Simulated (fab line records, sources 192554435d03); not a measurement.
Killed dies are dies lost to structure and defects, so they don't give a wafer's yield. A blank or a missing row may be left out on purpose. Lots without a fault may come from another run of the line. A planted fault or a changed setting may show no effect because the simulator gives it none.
Chamber matching | flow n5_finfet | N5_BEOL_M5_CO_CAP_78 on cvd_co-01: 3 sister chambers
The step material Co, precursor CCTBA/H2, target thk 2 nm, time 102.1 s. 24 wafers are shown with their chamber, then 12 later ones without.

WAFERS WITH THEIR CHAMBER
wafer  | chamber | heater_power_w (W)
L075.4 | 0       | 259
L075.5 | 2       | 181
L075.6 | 1       | 258
L077.1 | 1       | 258
L077.2 | 2       | 186
L077.4 | 0       | 258
L078.1 | 1       | 263
L078.4 | 0       | 257
L078.6 | 2       | 183
L081.2 | 1       | 261
L081.3 | 0       | 257
L081.5 | 1       | 264
L087.1 | 0       | 258
L087.5 | 0       | 254
L087.6 | 2       | 190
L090.2 | 1       | 261
L090.3 | 2       | 190
L090.5 | 0       | 250
L088.1 | 1       | 252
L088.3 | 1       | 267
L088.4 | 0       | 262
L089.1 | 0       | 256
L089.4 | 0       | 261
L089.5 | 1       | 260

SIGNATURES (means of the wafers above)
reading        | chamber 0 | chamber 1 | chamber 2 | scatter within a chamber
heater_power_w | 257.20    | 260.44    | 186.00    | 3.89
Rule: a wafer's distance from a chamber is the root of the sum, over the readings, of the square of ((its reading less the chamber's mean) divided by the reading's scatter). The wafer belongs to the nearest chamber; if the next one is less than 2 further off, it can't be placed. The scatter: the root of (the sum of the squares of (reading less its chamber's mean) over the shown wafers, divided by (wafers less chambers)).

WAFERS WITHOUT THEIR CHAMBER
wafer  | heater_power_w (W)
L091.2 | 257
L091.3 | 259
L091.6 | 260
L092.1 | 192
L092.2 | 259
L092.3 | 261
L094.1 | 183
L094.5 | 258
L094.6 | 188
L096.2 | 260
L096.4 | 190
L096.6 | 269

WHICH CHAMBER EACH WENT THROUGH
wafer  | from the rows above     | in truth
L091.2 | can't be placed: 0 or 1 | 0
L091.3 | can't be placed: 1 or 0 | 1
L091.6 | can't be placed: 1 or 0 | 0
L092.1 | 2                       | 2
L092.2 | can't be placed: 1 or 0 | 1
L092.3 | can't be placed: 1 or 0 | 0
L094.1 | 2                       | 2
L094.5 | can't be placed: 0 or 1 | 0
L094.6 | 2                       | 2
L096.2 | can't be placed: 1 or 0 | 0
L096.4 | 2                       | 2
L096.6 | can't be placed: 1 or 0 | 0
Placed correctly: 4 of 12. Can't be placed from these rows: 8 (the true chamber is among the candidates in 8). Placed wrongly: 0.
